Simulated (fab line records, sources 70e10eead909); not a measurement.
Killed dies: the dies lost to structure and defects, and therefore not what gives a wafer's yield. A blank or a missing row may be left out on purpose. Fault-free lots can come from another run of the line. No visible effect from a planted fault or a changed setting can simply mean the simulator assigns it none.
Check of tool commonality	flow nand_harc	Lots sampled 2, wafers sampled 6

## WHAT PROMPTED THE OPENING
At NHARC_END_SORT_01 the reading killed_at_array is flagged on 2 of 2 lots. Fault-free wafers read 55, with a standard deviation of 19.
Rule: a lot gets a flag if all its wafers with a number sit over 4 standard deviations from that mean, or if no wafer of it has a number. All remaining lots are regarded as sound.

lot	measured	on	killed_at_array, wafer by wafer	flag
L649	day 29 12:03	prober-01	673 676 673	FLAGGED
L652	day 30 19:56	prober-02	667 662 668	FLAGGED
On average the flagged lots' numbers are 670, which is +615 against the usual, or +32 standard deviations.

## LOT BY LOT: THE TOOL USED
2 process steps preceding the reading are held in the record, out of 1302 steps in the route. Read each cell as the tool, then ch plus the chambers that the sampled wafers visited, then the start.
lot	flag	NHARC_A_CHANNEL_HOLE_D2_DEP_00	NHARC_A_CHANNEL_HOLE_D2_ETCH_34
L649	FLAGGED	acl_dep-01 ch 0, day 18 05:37	rie_diel-05 ch 0,3, day 29 12:03 or earlier
L652	FLAGGED	acl_dep-02 ch 0, day 19 15:21	rie_diel-02 ch 0,1,2, day 30 19:56 or earlier
What these steps do:
- NHARC_A_CHANNEL_HOLE_D2_DEP_00: deposits aC, target thk 3100 nm.
- NHARC_A_CHANNEL_HOLE_D2_ETCH_34: etches the open film in CF4/CHF3, target depth 154 nm, time 77 s.
- NHARC_END_SORT_01

## FLAGGED AGAINST TOTAL, ONE TOOL AT A TIME (gauges that did the reading follow at the end)
step	tool	lots run	flagged	share of the flagged lots	sound lots run after its first flagged lot
NHARC_A_CHANNEL_HOLE_D2_DEP_00	acl_dep-01	1	1	some	0
NHARC_A_CHANNEL_HOLE_D2_DEP_00	acl_dep-02	1	1	some	0
NHARC_A_CHANNEL_HOLE_D2_ETCH_34	rie_diel-02	1	1	some	0
NHARC_A_CHANNEL_HOLE_D2_ETCH_34	rie_diel-05	1	1	some	0
NHARC_END_SORT_01	prober-01	1	1	some	0
NHARC_END_SORT_01	prober-02	1	1	some	0
With no start given for some of its lots, NHARC_A_CHANNEL_HOLE_D2_ETCH_34 uses the hours and lot order of NHARC_END_SORT_01.

## WHAT THE TABLE ALLOWS
No row of the table ran every flagged lot.

## WHAT THE SIMULATOR HAD PUT IN
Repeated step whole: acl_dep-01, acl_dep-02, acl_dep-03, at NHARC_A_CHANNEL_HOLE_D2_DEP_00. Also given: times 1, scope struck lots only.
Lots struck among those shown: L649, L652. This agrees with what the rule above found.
